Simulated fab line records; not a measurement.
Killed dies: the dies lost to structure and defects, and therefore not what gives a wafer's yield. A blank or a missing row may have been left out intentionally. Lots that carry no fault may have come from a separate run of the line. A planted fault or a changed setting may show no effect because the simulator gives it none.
Chamber matching / flow nand-harc / NHARC_P_STI_ETCH_15 on rie-si-06: 4 sister chambers
The step etches the open film in HBr/Cl2, target depth 300 nm, time 100.1 s. 8 wafers are shown with their chamber, then 7 later ones without.

## WAFERS, EACH WITH ITS CHAMBER
wafer=L078.4; chamber=2; drypump-motor-current-A (A)=5.3; oes-product-au (a.u.)=0.985
wafer=L080.6; chamber=3; drypump-motor-current-A (A)=5.4; oes-product-au (a.u.)=1.000
wafer=L081.4; chamber=2; drypump-motor-current-A (A)=5.3; oes-product-au (a.u.)=0.989
wafer=L082.3; chamber=3; drypump-motor-current-A (A)=5.4; oes-product-au (a.u.)=0.993
wafer=L082.5; chamber=1; drypump-motor-current-A (A)=5.6; oes-product-au (a.u.)=1.001
wafer=L082.6; chamber=0; drypump-motor-current-A (A)=5.7; oes-product-au (a.u.)=1.018
wafer=L084.2; chamber=1; drypump-motor-current-A (A)=5.5; oes-product-au (a.u.)=1.022
wafer=L084.3; chamber=0; drypump-motor-current-A (A)=5.7; oes-product-au (a.u.)=1.013

## WAFERS WITHOUT THEIR CHAMBER
wafer=L084.6; drypump-motor-current-A (A)=5.7; oes-product-au (a.u.)=1.033
wafer=L085.4; drypump-motor-current-A (A)=5.3; oes-product-au (a.u.)=0.984
wafer=L085.5; drypump-motor-current-A (A)=5.7; oes-product-au (a.u.)=1.010
wafer=L085.6; drypump-motor-current-A (A)=5.6; oes-product-au (a.u.)=1.007
wafer=L089.3; drypump-motor-current-A (A)=5.3; oes-product-au (a.u.)=0.984
wafer=L089.4; drypump-motor-current-A (A)=5.4; oes-product-au (a.u.)=1.001
wafer=L089.5; drypump-motor-current-A (A)=5.5; oes-product-au (a.u.)=0.999

## WHICH CHAMBER EACH ONE RAN IN
wafer=L084.6; from the rows above=0; in truth=0
wafer=L085.4; from the rows above=2; in truth=2
wafer=L085.5; from the rows above=0; in truth=0
wafer=L085.6; from the rows above=can't be placed: 1 or 0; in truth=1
wafer=L089.3; from the rows above=2; in truth=2
wafer=L089.4; from the rows above=3; in truth=3
wafer=L089.5; from the rows above=can't be placed: 1 or 3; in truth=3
Correctly placed: 5 of 7. These rows do not allow placing 2 (true chamber among the candidates in 2). Placed wrongly: 0.
How it was worked out, from the rows above alone: a wafer's distance from a chamber is the root of the sum, over the readings, of the square of ((its reading less the chamber's mean) divided by the reading's scatter). If the next closest chamber is less than 2 further off than the closest, the wafer can't be placed; otherwise it belongs to the closest. Each chamber's mean is taken over the wafers shown for it. The scatter: the root of (the sum of the squares of (reading less its chamber's mean) over the shown wafers, divided by (wafers less chambers)).
